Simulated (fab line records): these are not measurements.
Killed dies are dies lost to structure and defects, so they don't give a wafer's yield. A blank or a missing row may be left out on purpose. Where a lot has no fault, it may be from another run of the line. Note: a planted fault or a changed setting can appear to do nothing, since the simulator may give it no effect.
fab line records + flow n5_finfet
[record]
- lots = 7
- wafers = 39
route steps=1938 shown BEOL_M5@1112 BEOL_M9@1443 BEOL_M11@1587 BEOL_M13@1692 MIM_BOT@1833
start_h: the number of hours between the record's first day and the start of the first shown wafer of the lot + wait_h: how many hours have passed since the lot's step before this one + " identical to the entry in the row above + L1.1+2: a row that stands for several wafers + - no value, or no start given + * or withheld: withheld + < > ~ a bound
route shown NAME@n: a module of which the file shows steps, and the number in the route of the first + usual: mean and standard deviation over wafers with no fault + same: alike in all rows + chamber/n: place in a boat + sites: per-site readings + _std_site: how widely they spread, as a standard deviation + _edge_site: outer sites' mean less inner sites' + radius_mm: how far each site lies from the wafer's centre + mask NAME#n: copy n + behind: tool/chamber where the wafer was last shaped + hold: the reason the lot was held/the length of the hold in hours/how it ended + device: names the non-switching transistor (n, p or np) + end of line: tests run on the same wafers once the route is complete + a step with no rows: only its recipe + killed: count of dies lost to structure and defects at first sort (not the wafer's yield) + map: per-die view of a wafer (x killed, . not killed, _ where there is no die)
set.NAME: setting as actually run; set.NAME@STEP: the setting as run at that earlier step + model.NAME: the simulator's own value behind a step, which no gauge read
one table per step and one row per wafer, for lots whose settings were changed on purpose
[[steps]]
[step N5_BEOL_M5_ILD_DEP_00]
[recipe]
- material = SiCOH_lowk
- target_thk_a = 1406.4
- temp_c = 300
- precursor = DEMS/porogen
- pressure_torr = 5
- rf_w = 500
- time_s = 25.9
| lot.wafer | tool     | chamber | start_h | wait_h | set.time_s | model.SiCOH_lowk_of_BEOL_M5_ILD_DEP_00.thk_nm |
|-----------|----------|---------|---------|--------|------------|-----------------------------------------------|
| L074.1    | pecvd-01 | 0       | 199.27  | 0.8    | 25.9       | 139.2                                         |
| L074.2    | "        | 2       | "       | "      | 25.9       | 140.2                                         |
| L074.3    | "        | 1       | "       | "      | 25.9       | 140.8                                         |
| L074.4    | "        | 0       | "       | "      | 25.9       | 142                                           |
| L074.5    | "        | 1       | "       | "      | 25.9       | 143.2                                         |
| L074.6    | "        | 2       | "       | "      | 25.9       | 142.8                                         |
| L075.1    | pecvd-02 | 1       | 203.12  | 0.8    | 25.9       | 142                                           |
| L075.2    | "        | 0       | "       | "      | 25.9       | 140.8                                         |
| L075.3    | "        | 0       | "       | "      | 39.37      | 214.6                                         |
| L075.4    | "        | 1       | "       | "      | 39.37      | 214.4                                         |
| L075.5    | "        | 1       | "       | "      | 25.9       | 141.8                                         |
| L075.6    | "        | 0       | "       | "      | 39.37      | 212.4                                         |
| L078.2    | pecvd-03 | 2       | 222.73  | 0.7    | 25.9       | 137.8                                         |
| L078.4    | "        | 2       | "       | "      | 25.9       | 139.8                                         |
| L078.6    | "        | 0       | "       | "      | 25.9       | 142.4                                         |
| L085.1    | pecvd-01 | 1       | 265.65  | 0.8    | 14.36      | 84.4                                          |
| L085.2+6  | "        | 0,2     | "       | "      | 25.9       | 143.4                                         |
| L085.3    | "        | 2       | "       | "      | 14.36      | 79.6                                          |
| L085.4    | "        | 1       | "       | "      | 14.36      | 82.8                                          |
| L085.5    | "        | 0       | "       | "      | 25.9       | 144.4                                         |
| L088.1    | pecvd-02 | 0       | 278.98  | 0.8    | 25.9       | 140.4                                         |
| L088.2    | "        | 2       | "       | "      | 30.17      | 162.8                                         |
| L088.3    | "        | 1       | "       | "      | 30.17      | 160.8                                         |
| L088.4    | "        | 1       | "       | "      | 30.17      | 165.4                                         |
| L088.5    | "        | 0       | "       | "      | 25.9       | 142.8                                         |
| L088.6    | "        | 2       | "       | "      | 25.9       | 141.8                                         |
| L092.1    | pecvd-03 | 1       | 307.06  | 0.8    | 25.9       | 139.6                                         |
| L092.2    | "        | 2       | "       | "      | 25.9       | 140.6                                         |
| L092.3    | "        | 0       | "       | "      | 25.9       | 141.6                                         |
| L092.4    | "        | 0       | "       | "      | 25.9       | 143                                           |
| L092.5    | "        | 2       | "       | "      | 25.9       | 143.2                                         |
| L092.6    | "        | 1       | "       | "      | 25.9       | 143.4                                         |
| L097.1    | pecvd-02 | 1       | 343.14  | 0.8    | 25.9       | 140.2                                         |
| L097.2    | "        | 2       | "       | "      | 25.9       | 141                                           |
| L097.3    | "        | 0       | "       | "      | 25.9       | 141.2                                         |
| L097.4    | "        | 2       | "       | "      | 25.9       | 142.6                                         |
| L097.5    | "        | 1       | "       | "      | 25.9       | 144.6                                         |
| L097.6    | "        | 0       | "       | "      | 25.9       | 144.2                                         |
[step N5_BEOL_M5_CURE_79]
[recipe]
- temp_c = 385
- time_s = 240
- ambient = He/Ar
- material = SiCOH_lowk
| lot.wafer | tool       | chamber | start_h | wait_h | set.time_s@BEOL_M5_ILD_DEP_00 | model.SiCOH_lowk_of_BEOL_M5_ILD_DEP_00.thk_nm |
|-----------|------------|---------|---------|--------|-------------------------------|-----------------------------------------------|
| L074.1    | uv_cure-01 | 2       | 199.34  | 0.0    | 25.9                          | 119.8                                         |
| L074.2    | "          | 2       | "       | "      | 25.9                          | 120.6                                         |
| L074.3    | "          | 2       | "       | "      | 25.9                          | 121.2                                         |
| L074.4    | "          | 2       | "       | "      | 25.9                          | 122.2                                         |
| L074.5    | "          | 2       | "       | "      | 25.9                          | 123.4                                         |
| L074.6    | "          | 2       | "       | "      | 25.9                          | 122.8                                         |
| L075.1    | uv_cure-02 | 0       | 203.20  | 0.1    | 25.9                          | 122.2                                         |
| L075.2    | "          | 0       | "       | "      | 25.9                          | 121.2                                         |
| L075.3    | "          | 0       | "       | "      | 39.37                         | 185.6                                         |
| L075.4    | "          | 0       | "       | "      | 39.37                         | 185.2                                         |
| L075.5    | "          | 0       | "       | "      | 25.9                          | 122                                           |
| L075.6    | "          | 0       | "       | "      | 39.37                         | 183.6                                         |
| L078.2    | uv_cure-01 | 2       | 222.87  | 0.1    | 25.9                          | 118.6                                         |
| L078.4    | "          | 2       | "       | "      | 25.9                          | 120.2                                         |
| L078.6    | "          | 2       | "       | "      | 25.9                          | 122.6                                         |
| L085.1    | uv_cure-01 | 0       | 266.27  | 0.6    | 14.36                         | 72.4                                          |
| L085.2+6  | "          | 0       | "       | "      | 25.9                          | 123.4                                         |
| L085.3    | "          | 0       | "       | "      | 14.36                         | 68.2                                          |
| L085.4    | "          | 0       | "       | "      | 14.36                         | 71                                            |
| L085.5    | "          | 0       | "       | "      | 25.9                          | 124.2                                         |
| L088.1    | uv_cure-01 | 2       | 279.04  | 0.0    | 25.9                          | 120.8                                         |
| L088.2    | "          | 2       | "       | "      | 30.17                         | 140.4                                         |
| L088.3    | "          | 2       | "       | "      | 30.17                         | 138.6                                         |
| L088.4    | "          | 2       | "       | "      | 30.17                         | 142.6                                         |
| L088.5    | "          | 2       | "       | "      | 25.9                          | 122.8                                         |
| L088.6    | "          | 2       | "       | "      | 25.9                          | 122                                           |
| L092.1    | uv_cure-01 | 0       | 307.12  | 0.0    | 25.9                          | 120                                           |
| L092.2    | "          | 0       | "       | "      | 25.9                          | 120.8                                         |
| L092.3    | "          | 0       | "       | "      | 25.9                          | 121.8                                         |
| L092.4    | "          | 0       | "       | "      | 25.9                          | 123                                           |
| L092.5    | "          | 0       | "       | "      | 25.9                          | 123.2                                         |
| L092.6    | "          | 0       | "       | "      | 25.9                          | 123.4                                         |
| L097.1    | uv_cure-02 | 0       | 343.20  | 0.0    | 25.9                          | 120.8                                         |
| L097.2    | "          | 0       | "       | "      | 25.9                          | 121.4                                         |
| L097.3    | "          | 0       | "       | "      | 25.9                          | 121.6                                         |
| L097.4    | "          | 0       | "       | "      | 25.9                          | 122.8                                         |
| L097.5    | "          | 0       | "       | "      | 25.9                          | 124.6                                         |
| L097.6    | "          | 0       | "       | "      | 25.9                          | 124                                           |
[step N5_BEOL_M5_THK_MEAS_01]
[recipe]
- reads = SiCOH_lowk_of_BEOL_M5_ILD_DEP_00
[usual]
- M5_ILD_THK = 121.5/1.6
| lot.wafer | tool          | chamber | start_h | wait_h | set.time_s@BEOL_M5_ILD_DEP_00 | M5_ILD_THK[nm] |
|-----------|---------------|---------|---------|--------|-------------------------------|----------------|
| L074.1    | film_metro-01 | -       | 199.85  | 0.4    | 25.9                          | 119.9          |
| L074.2    | "             | -       | "       | "      | 25.9                          | 120.5          |
| L074.3    | "             | -       | "       | "      | 25.9                          | 121.0          |
| L074.4    | "             | -       | "       | "      | 25.9                          | 122.0          |
| L074.5    | "             | -       | "       | "      | 25.9                          | 123.4          |
| L074.6    | "             | -       | "       | "      | 25.9                          | 122.9          |
| L075.1    | film_metro-02 | -       | 204.19  | 0.8    | 25.9                          | 122.1          |
| L075.2    | "             | -       | "       | "      | 25.9                          | 121.2          |
| L075.3    | "             | -       | "       | "      | 39.37                         | 185.7          |
| L075.4    | "             | -       | "       | "      | 39.37                         | 185.3          |
| L075.5    | "             | -       | "       | "      | 25.9                          | 122.1          |
| L075.6    | "             | -       | "       | "      | 39.37                         | 183.4          |
| L078.2    | film_metro-01 | -       | 223.30  | 0.4    | 25.9                          | 118.5          |
| L078.4    | "             | -       | "       | "      | 25.9                          | 120.2          |
| L078.6    | "             | -       | "       | "      | 25.9                          | 122.5          |
| L085.1    | film_metro-02 | -       | 267.26  | 0.8    | 14.36                         | 72.3           |
| L085.2    | "             | -       | "       | "      | 25.9                          | 123.3          |
| L085.3    | "             | -       | "       | "      | 14.36                         | 68.2           |
| L085.4    | "             | -       | "       | "      | 14.36                         | 71.0           |
| L085.5    | "             | -       | "       | "      | 25.9                          | 124.4          |
| L085.6    | "             | -       | "       | "      | 25.9                          | 123.5          |
| L088.1    | film_metro-02 | -       | 280.04  | 0.8    | 25.9                          | 120.8          |
| L088.2    | "             | -       | "       | "      | 30.17                         | 140.4          |
| L088.3    | "             | -       | "       | "      | 30.17                         | 138.5          |
| L088.4    | "             | -       | "       | "      | 30.17                         | 142.5          |
| L088.5    | "             | -       | "       | "      | 25.9                          | 122.8          |
| L088.6    | "             | -       | "       | "      | 25.9                          | 122.0          |
| L092.1    | film_metro-02 | -       | 308.12  | 0.8    | 25.9                          | 120.2          |
| L092.2    | "             | -       | "       | "      | 25.9                          | 120.9          |
| L092.3    | "             | -       | "       | "      | 25.9                          | 121.9          |
| L092.4    | "             | -       | "       | "      | 25.9                          | 123.0          |
| L092.5    | "             | -       | "       | "      | 25.9                          | 123.2          |
| L092.6    | "             | -       | "       | "      | 25.9                          | 123.3          |
| L097.1    | film_metro-01 | -       | 343.72  | 0.4    | 25.9                          | 120.7          |
| L097.2    | "             | -       | "       | "      | 25.9                          | 121.3          |
| L097.3    | "             | -       | "       | "      | 25.9                          | 121.5          |
| L097.4    | "             | -       | "       | "      | 25.9                          | 122.7          |
| L097.5    | "             | -       | "       | "      | 25.9                          | 124.5          |
| L097.6    | "             | -       | "       | "      | 25.9                          | 124.0          |
[step N5_BEOL_M5_DEP_56]
[recipe]
- material = SiCN
- target_thk_a = 80
- temp_c = withheld
- precursor = 3MS/NH3
- pressure_torr = 3
- rf_w = 202
- time_s = 14
| lot.wafer      | tool     | chamber   | start_h | wait_h | set.target_thk_a | model.SiCN_of_BEOL_M5_DEP_56.thk_nm |
|----------------|----------|-----------|---------|--------|------------------|-------------------------------------|
| L074.1+2+5     | pecvd-01 | 1,0,0     | 210.48  | 0.0    | 80               | 8.2                                 |
| L074.3         | "        | 2         | "       | "      | 42.39            | 4.2                                 |
| L074.4         | "        | 2         | "       | "      | 42.39            | 4.4                                 |
| L074.6         | "        | 1         | "       | "      | 42.39            | 4.6                                 |
| L075.1+2+3     | pecvd-01 | 1,2,0     | 214.97  | 0.0    | 80               | 8                                   |
| L075.4+5       | "        | 2,0       | "       | "      | 80               | 8.2                                 |
| L075.6         | "        | 1         | "       | "      | 80               | 8.4                                 |
| L078.2+4+6     | pecvd-03 | 1,2,0     | 236.57  | 0.0    | 80               | 8                                   |
| L085.1+2+3+4+6 | pecvd-02 | 1,0,2,1,2 | 282.05  | 0.0    | 80               | 8                                   |
| L085.5         | "        | 0         | "       | "      | 80               | 8.2                                 |
| L088.1         | pecvd-02 | 1         | 292.31  | 0.0    | 80               | 7.8                                 |
| L088.2+3+4+6   | "        | 2,0,1,2   | "       | "      | 80               | 8                                   |
| L088.5         | "        | 0         | "       | "      | 80               | 8.2                                 |
| L092.1         | pecvd-03 | 2         | 317.44  | 0.0    | 80               | 7.8                                 |
| L092.2+3       | "        | 1,0       | "       | "      | 48.88            | 4.8                                 |
| L092.4+6       | "        | 0,2       | "       | "      | 80               | 8                                   |
| L092.5         | "        | 1         | "       | "      | 48.88            | 5                                   |
| L097.1         | pecvd-01 | 0         | 353.82  | 0.0    | 80               | 7.8                                 |
| L097.2+6       | "        | 2,1       | "       | "      | 80               | 8                                   |
| L097.3         | "        | 1         | "       | "      | 67.54            | 6.6                                 |
| L097.4+5       | "        | 2,0       | "       | "      | 67.54            | 6.8                                 |
[step N5_BEOL_M9_VIA_ETCH_34]
[recipe]
- chemistry = C4F6/O2
- target = SiCOH_lowk
- target_depth_a = 1824
- mask_material = SOC
- taper_deg = 4
- time_s = 68.4
- ion_energy_ev = 250
- pressure_mtorr = 30
- source_w = 345
- bias_w = 185
- Ar_flow_sccm = 300
- C4F6_flow_sccm = 10
- O2_flow_sccm = 10
| lot.wafer | tool        | chamber | start_h | wait_h | set.target_depth_a | model.etch.depth_nm | model.SOC_of_BEOL_M9_COAT_63.thk_nm |
|-----------|-------------|---------|---------|--------|--------------------|---------------------|-------------------------------------|
| L074.1    | rie_diel-06 | 0       | 239.85  | 0.0    | 1824               | 184.7               | 50.8                                |
| L074.2    | "           | 3       | "       | "      | 2368               | 231.1               | 48.8                                |
| L074.3    | "           | 2       | "       | "      | 2368               | 241.1               | 48.2                                |
| L074.4    | "           | 1       | "       | "      | 1824               | 180.2               | 51.4                                |
| L074.5    | "           | 3       | "       | "      | 1824               | 179.4               | 51.2                                |
| L074.6    | "           | 0       | "       | "      | 2368               | 241.3               | 48                                  |
| L075.1    | rie_diel-04 | 0       | 249.30  | 0.0    | 832.1              | 83.57               | 55.8                                |
| L075.2    | "           | 3       | "       | "      | 1824               | 181.3               | 51                                  |
| L075.3    | "           | 2       | "       | "      | 832.1              | 81.97               | 55.8                                |
| L075.4    | "           | 1       | "       | "      | 1824               | 183.2               | 50.8                                |
| L075.5    | "           | 0       | "       | "      | 832.1              | 83.02               | 56                                  |
| L075.6    | "           | 3       | "       | "      | 1824               | 182.2               | 51                                  |
| L078.2    | rie_diel-06 | 0       | 268.32  | 0.0    | 1824               | 184.5               | 50.8                                |
| L078.4    | "           | 1       | "       | "      | 1824               | 178.8               | 51.4                                |
| L078.6    | "           | 3       | "       | "      | 1824               | 179.2               | 51.2                                |
| L085.1    | rie_diel-01 | 0       | 316.66  | 0.0    | 737.6              | 73.55               | 56.4                                |
| L085.2    | "           | 3       | "       | "      | 737.6              | 74.84               | 56.2                                |
| L085.3+6  | "           | 2       | "       | "      | 1824               | 182.8               | 51                                  |
| L085.4    | "           | 1       | "       | "      | 737.6              | 74.03               | 56.4                                |
| L085.5    | "           | 3       | "       | "      | 1824               | 185.5               | 50.8                                |
| L088.1    | rie_diel-01 | 0       | 324.95  | 0.0    | 760.4              | 76.87               | 56                                  |
| L088.2    | "           | 2       | "       | "      | 1824               | 183.2               | 51                                  |
| L088.3    | "           | 1       | "       | "      | 760.4              | 76.18               | 56.2                                |
| L088.4    | "           | 3       | "       | "      | 760.4              | 76.95               | 56.2                                |
| L088.5    | "           | 1       | "       | "      | 1824               | 182.3               | 50.8                                |
| L088.6    | "           | 0       | "       | "      | 1824               | 182.7               | 51.2                                |
| L092.1    | rie_diel-06 | 1       | 347.28  | 0.0    | 1824               | 179.4               | 51                                  |
| L092.2    | "           | 0       | "       | "      | 1824               | 185.2               | 51                                  |
| L092.3    | "           | 2       | "       | "      | 2775               | 283.6               | 46.2                                |
| L092.4    | "           | 0       | "       | "      | 2775               | 282.2               | 46.2                                |
| L092.5    | "           | 2       | "       | "      | 2775               | 283.3               | 46.2                                |
| L092.6    | "           | 1       | "       | "      | 1824               | 179.6               | 51.2                                |
| L097.1    | rie_diel-04 | 0       | 387.33  | 0.0    | 1824               | 182.6               | 51                                  |
| L097.2    | "           | 1       | "       | "      | 1824               | 184.8               | 50.8                                |
| L097.3    | "           | 2       | "       | "      | 1824               | 181.9               | 51                                  |
| L097.4    | "           | 3       | "       | "      | 1824               | 183.2               | 51.2                                |
| L097.5    | "           | 3       | "       | "      | 1824               | 183.3               | 51                                  |
| L097.6    | "           | 0       | "       | "      | 1824               | 184.1               | 51.2                                |
[step N5_BEOL_M11_CURE_72]
[recipe]
- temp_c = 370
- time_s = 120
- ambient = DMADMS/He
- material = SiCOH_lowk
[usual]
- lamp_power_pct = 52.31/0.05
| lot.wafer | tool       | chamber | start_h | wait_h | set.time_s | lamp_power_pct |
|-----------|------------|---------|---------|--------|------------|----------------|
| L074.1    | uv_cure-03 | 2       | 256.32  | 0.0    | 120        | 52.32          |
| L074.2    | "          | 2       | "       | "      | 120        | 52.32          |
| L074.3    | "          | 2       | "       | "      | 120        | 52.28          |
| L074.4    | "          | 2       | "       | "      | 120        | 52.28          |
| L074.5    | "          | 2       | "       | "      | 120        | 52.27          |
| L074.6    | "          | 2       | "       | "      | 120        | 52.17          |
| L075.1    | uv_cure-03 | 2       | 266.73  | 0.5    | 61.04      | 52.36          |
| L075.2    | "          | 2       | "       | "      | 120        | 52.35          |
| L075.3    | "          | 2       | "       | "      | 61.04      | 52.30          |
| L075.4    | "          | 2       | "       | "      | 120        | 52.35          |
| L075.5    | "          | 2       | "       | "      | 120        | 52.34          |
| L075.6    | "          | 2       | "       | "      | 61.04      | 52.34          |
| L078.2    | uv_cure-03 | 0       | 289.73  | 0.1    | 120        | 52.30          |
| L078.4    | "          | 0       | "       | "      | 120        | 52.30          |
| L078.6    | "          | 0       | "       | "      | 120        | 52.32          |
| L085.1    | uv_cure-03 | 2       | 335.62  | 0.0    | 148        | 51.17          |
| L085.2    | "          | 2       | "       | "      | 148        | 51.13          |
| L085.3    | "          | 2       | "       | "      | 148        | 51.13          |
| L085.4    | "          | 2       | "       | "      | 120        | 52.17          |
| L085.5    | "          | 2       | "       | "      | 120        | 52.31          |
| L085.6    | "          | 2       | "       | "      | 120        | 52.40          |
| L088.1    | uv_cure-02 | 0       | 344.35  | 0.0    | 120        | 52.36          |
| L088.2    | "          | 0       | "       | "      | 163.5      | 50.55          |
| L088.3    | "          | 0       | "       | "      | 163.5      | 50.43          |
| L088.4    | "          | 0       | "       | "      | 120        | 52.35          |
| L088.5    | "          | 0       | "       | "      | 163.5      | 50.47          |
| L088.6    | "          | 0       | "       | "      | 120        | 52.31          |
| L092.1    | uv_cure-02 | 1       | 368.29  | 0.0    | 120        | 52.34          |
| L092.2    | "          | 1       | "       | "      | 159        | 50.67          |
| L092.3    | "          | 1       | "       | "      | 159        | 50.72          |
| L092.4    | "          | 1       | "       | "      | 159        | 50.67          |
| L092.5    | "          | 1       | "       | "      | 120        | 52.26          |
| L092.6    | "          | 1       | "       | "      | 120        | 52.33          |
| L097.1    | uv_cure-01 | 0       | 407.26  | 0.0    | 84.27      | 52.29          |
| L097.2    | "          | 0       | "       | "      | 120        | 52.27          |
| L097.3    | "          | 0       | "       | "      | 84.27      | 52.30          |
| L097.4    | "          | 0       | "       | "      | 120        | 52.31          |
| L097.5    | "          | 0       | "       | "      | 84.27      | 52.27          |
| L097.6    | "          | 0       | "       | "      | 120        | 52.28          |
[step N5_BEOL_M13_DESCUM_33]
[recipe]
- chemistry = O2
- time_s = 7.9
- source_power_w = 50
- bias_power_w = 20
- pressure_mtorr = 20
- rf_frequency_hz = 2.712e+07
- temp_c = 40
- o2_flow_sccm = 225
| lot.wafer | tool        | chamber | start_h | wait_h | set.time_s | model.coat_of_BEOL_M13_COAT_22.thk_nm |
|-----------|-------------|---------|---------|--------|------------|---------------------------------------|
| L074.1    | rie_diel-06 | 2       | 265.70  | 0.1    | 10.1       | 281                                   |
| L074.2+6  | "           | 3       | "       | "      | 7.9        | 282.8                                 |
| L074.3+4  | "           | 0,1     | "       | "      | 10.1       | 281.8                                 |
| L074.5    | "           | 2       | "       | "      | 7.9        | 282                                   |
| L075.1+3  | rie_diel-06 | 0,1     | 277.54  | 0.1    | 7.9        | 281                                   |
| L075.2    | "           | 2       | "       | "      | 7.9        | 281.2                                 |
| L075.4    | "           | 3       | "       | "      | 6.176      | 282.6                                 |
| L075.5    | "           | 3       | "       | "      | 6.176      | 282.4                                 |
| L075.6    | "           | 0       | "       | "      | 6.176      | 282.8                                 |
| L078.2    | rie_diel-04 | 0       | 299.08  | 0.0    | 7.9        | 281.8                                 |
| L078.4    | "           | 3       | "       | "      | 7.9        | 282.6                                 |
| L078.6    | "           | 1       | "       | "      | 7.9        | 283.2                                 |
| L085.1    | rie_diel-04 | 2       | 347.78  | 0.8    | 7.9        | 282.6                                 |
| L085.2+6  | "           | 0,3     | "       | "      | 7.9        | 282.4                                 |
| L085.3    | "           | 1       | "       | "      | 4.362      | 283.8                                 |
| L085.4    | "           | 3       | "       | "      | 4.362      | 284.4                                 |
| L085.5    | "           | 0       | "       | "      | 4.362      | 283.4                                 |
| L088.1    | rie_diel-01 | 2       | 355.90  | 0.0    | 3.599      | 285.2                                 |
| L088.2    | "           | 0       | "       | "      | 3.599      | 285                                   |
| L088.3    | "           | 1       | "       | "      | 7.9        | 283.8                                 |
| L088.4    | "           | 3       | "       | "      | 7.9        | 282.6                                 |
| L088.5    | "           | 0       | "       | "      | 3.599      | 284.8                                 |
| L088.6    | "           | 1       | "       | "      | 7.9        | 283.2                                 |
| L092.1+5  | rie_diel-06 | 2,0     | 380.19  | 0.2    | 7.9        | 282.6                                 |
| L092.2+6  | "           | 1       | "       | "      | 7.9        | 283.6                                 |
| L092.3    | "           | 0       | "       | "      | 7.9        | 283.4                                 |
| L092.4    | "           | 3       | "       | "      | 7.9        | 283                                   |
| L097.1    | rie_diel-04 | 3       | 415.18  | 0.0    | 11.16      | 281                                   |
| L097.2    | "           | 0       | "       | "      | 11.16      | 281.6                                 |
| L097.3    | "           | 1       | "       | "      | 7.9        | 283.8                                 |
| L097.4+6  | "           | 2,3     | "       | "      | 7.9        | 283.2                                 |
| L097.5    | "           | 2       | "       | "      | 11.16      | 281.8                                 |
[step N5_BEOL_M13_ETCH_67]
[recipe]
- chemistry = CF4
- target = SiARC
- target_depth_a = 1430
- time_s = 238.3
- ion_energy_ev = 80
- pressure_mtorr = 40
- source_w = 545
- bias_w = 36
- Ar_flow_sccm = 100
- cf4_flow_sccm = 100
- ends = cleared
| lot.wafer  | tool        | chamber | start_h | wait_h | set.time_s@BEOL_M13_DESCUM_33 | model.coat_of_BEOL_M13_COAT_22.thk_nm |
|------------|-------------|---------|---------|--------|-------------------------------|---------------------------------------|
| L074.1     | rie_diel-06 | 2       | 265.73  | 0.0    | 10.1                          | 210                                   |
| L074.2     | "           | 3       | "       | "      | 7.9                           | 211.4                                 |
| L074.3+4   | "           | 0,1     | "       | "      | 10.1                          | 210.6                                 |
| L074.5     | "           | 2       | "       | "      | 7.9                           | 210.6                                 |
| L074.6     | "           | 3       | "       | "      | 7.9                           | 211.2                                 |
| L075.1+2+3 | rie_diel-06 | 0,2,1   | 277.58  | 0.0    | 7.9                           | 209.8                                 |
| L075.4     | "           | 3       | "       | "      | 6.176                         | 211.4                                 |
| L075.5     | "           | 3       | "       | "      | 6.176                         | 211.2                                 |
| L075.6     | "           | 0       | "       | "      | 6.176                         | 211.6                                 |
| L078.2     | rie_diel-04 | 0       | 299.11  | 0.0    | 7.9                           | 210.2                                 |
| L078.4     | "           | 3       | "       | "      | 7.9                           | 211                                   |
| L078.6     | "           | 1       | "       | "      | 7.9                           | 211.6                                 |
| L085.1     | rie_diel-04 | 2       | 347.81  | 0.0    | 7.9                           | 211                                   |
| L085.2+6   | "           | 0,3     | "       | "      | 7.9                           | 210.8                                 |
| L085.3     | "           | 1       | "       | "      | 4.362                         | 212.4                                 |
| L085.4     | "           | 3       | "       | "      | 4.362                         | 213                                   |
| L085.5     | "           | 0       | "       | "      | 4.362                         | 211.8                                 |
| L088.1     | rie_diel-01 | 2       | 355.94  | 0.0    | 3.599                         | 213.8                                 |
| L088.2     | "           | 0       | "       | "      | 3.599                         | 213.6                                 |
| L088.3     | "           | 1       | "       | "      | 7.9                           | 212                                   |
| L088.4     | "           | 3       | "       | "      | 7.9                           | 211.4                                 |
| L088.5     | "           | 0       | "       | "      | 3.599                         | 213.4                                 |
| L088.6     | "           | 1       | "       | "      | 7.9                           | 211.8                                 |
| L092.1     | rie_diel-06 | 2       | 380.23  | 0.0    | 7.9                           | 211                                   |
| L092.2+6   | "           | 1       | "       | "      | 7.9                           | 212.2                                 |
| L092.3     | "           | 0       | "       | "      | 7.9                           | 212                                   |
| L092.4     | "           | 3       | "       | "      | 7.9                           | 211.6                                 |
| L092.5     | "           | 0       | "       | "      | 7.9                           | 211.2                                 |
| L097.1     | rie_diel-04 | 3       | 415.21  | 0.0    | 11.16                         | 209.4                                 |
| L097.2     | "           | 0       | "       | "      | 11.16                         | 209.8                                 |
| L097.3     | "           | 1       | "       | "      | 7.9                           | 212                                   |
| L097.4     | "           | 2       | "       | "      | 7.9                           | 211.2                                 |
| L097.5     | "           | 2       | "       | "      | 11.16                         | 210.2                                 |
| L097.6     | "           | 3       | "       | "      | 7.9                           | 211.4                                 |
[step N5_MIM_BOT_SPUTTER_00]
[recipe]
- material = TiN
- target_thk_a = 350
- temp_c = 200
- power_w = 3000
- chamber_pressure_pa = 0.49996
- gas = Ar
- reactive_partial_pa = 0.37997
- time_s = 89.7
| lot.wafer  | tool           | chamber | start_h | wait_h | set.time_s | model.TiN_of_MIM_BOT_SPUTTER_00.thk_nm |
|------------|----------------|---------|---------|--------|------------|----------------------------------------|
| L074.1     | pvd_sputter-03 | -       | 286.01  | 0.0    | 89.7       | 34.8                                   |
| L074.2     | "              | -       | "       | "      | 47.19      | 18.4                                   |
| L074.3     | "              | -       | "       | "      | 47.19      | 18                                     |
| L074.4     | "              | -       | "       | "      | 47.19      | 18.6                                   |
| L074.5+6   | "              | -       | "       | "      | 89.7       | 35                                     |
| L075.1     | pvd_sputter-01 | -       | 296.00  | 0.0    | 89.7       | 35                                     |
| L075.2+4   | "              | -       | "       | "      | 89.7       | 35.2                                   |
| L075.3+5+6 | "              | -       | "       | "      | 69.63      | 27.4                                   |
| L078.2     | pvd_sputter-03 | -       | 316.71  | 0.0    | 89.7       | 34.8                                   |
| L078.4     | "              | -       | "       | "      | 89.7       | 34.6                                   |
| L078.6     | "              | -       | "       | "      | 89.7       | 35.2                                   |
| L085.1     | pvd_sputter-03 | -       | 368.47  | 0.0    | 89.7       | 35.8                                   |
| L085.2+5   | "              | -       | "       | "      | 89.7       | 35.6                                   |
| L085.3     | "              | -       | "       | "      | 128.3      | 51                                     |
| L085.4     | "              | -       | "       | "      | 128.3      | 50.4                                   |
| L085.6     | "              | -       | "       | "      | 128.3      | 50.6                                   |
| L088.1+4   | pvd_sputter-02 | -       | 379.47  | 0.0    | 89.7       | 34.8                                   |
| L088.2     | "              | -       | "       | "      | 89.7       | 34.6                                   |
| L088.3+5   | "              | -       | "       | "      | 139.8      | 54.4                                   |
| L088.6     | "              | -       | "       | "      | 139.8      | 54.2                                   |
| L092.1+3+6 | pvd_sputter-02 | -       | 404.22  | 0.0    | 89.7       | 34.8                                   |
| L092.2     | "              | -       | "       | "      | 128.5      | 50                                     |
| L092.4     | "              | -       | "       | "      | 128.5      | 50.4                                   |
| L092.5     | "              | -       | "       | "      | 128.5      | 50.2                                   |
| L097.1     | pvd_sputter-02 | -       | 431.91  | 0.0    | 89.7       | 34.8                                   |
| L097.2+6   | "              | -       | "       | "      | 89.7       | 34.6                                   |
| L097.3     | "              | -       | "       | "      | 89.7       | 34.4                                   |
| L097.4+5   | "              | -       | "       | "      | 89.7       | 34.2                                   |
[[key]]
[split]
- step = N5_BEOL_M5_ILD_DEP_00
- setting = time_s
- stated = 25.9
- by = wafer
[response]
- step = N5_BEOL_M5_ILD_DEP_00
- reading = model.SiCOH_lowk_of_BEOL_M5_ILD_DEP_00.thk_nm
- change = +1.38
- per = 1%
- r = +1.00
[response]
- step = N5_BEOL_M5_CURE_79
- reading = model.SiCOH_lowk_of_BEOL_M5_ILD_DEP_00.thk_nm
- change = +1.2
- per = 1%
- r = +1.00
[response]
- step = N5_BEOL_M5_THK_MEAS_01
- reading = M5_ILD_THK
- change = +1.2
- per = 1%
- r = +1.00
[split]
- step = N5_BEOL_M5_DEP_56
- setting = target_thk_a
- stated = 80
- by = wafer
[response]
- step = N5_BEOL_M5_DEP_56
- reading = model.SiCN_of_BEOL_M5_DEP_56.thk_nm
- change = +0.0798
- per = 1%
- r = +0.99
[split]
- step = N5_BEOL_M9_VIA_ETCH_34
- setting = target_depth_a
- stated = 1824
- by = wafer
[response]
- step = N5_BEOL_M9_VIA_ETCH_34
- reading = model.etch.depth_nm
- change = +1.86
- per = 1%
- r = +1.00
[response]
- step = N5_BEOL_M9_VIA_ETCH_34
- reading = model.SOC_of_BEOL_M9_COAT_63.thk_nm
- change = -0.0908
- per = 1%
- r = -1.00
[split]
- step = N5_BEOL_M11_CURE_72
- setting = time_s
- stated = 120
- by = wafer
[response]
- step = N5_BEOL_M11_CURE_72
- reading = lamp_power_pct
- shape = bent
- at_lowest = *
- at_stated = *
- at_highest = *
[split]
- step = N5_BEOL_M13_DESCUM_33
- setting = time_s
- stated = 7.9
- by = wafer
[response]
- step = N5_BEOL_M13_DESCUM_33
- reading = model.coat_of_BEOL_M13_COAT_22.thk_nm
- change = -0.0381
- per = 1%
- r = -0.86
[response]
- step = N5_BEOL_M13_ETCH_67
- reading = model.coat_of_BEOL_M13_COAT_22.thk_nm
- change = -0.0373
- per = 1%
- r = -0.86
[split]
- step = N5_MIM_BOT_SPUTTER_00
- setting = time_s
- stated = 89.7
- by = wafer
[response]
- step = N5_MIM_BOT_SPUTTER_00
- reading = model.TiN_of_MIM_BOT_SPUTTER_00.thk_nm
- change = +0.351
- per = 1%
- r = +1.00
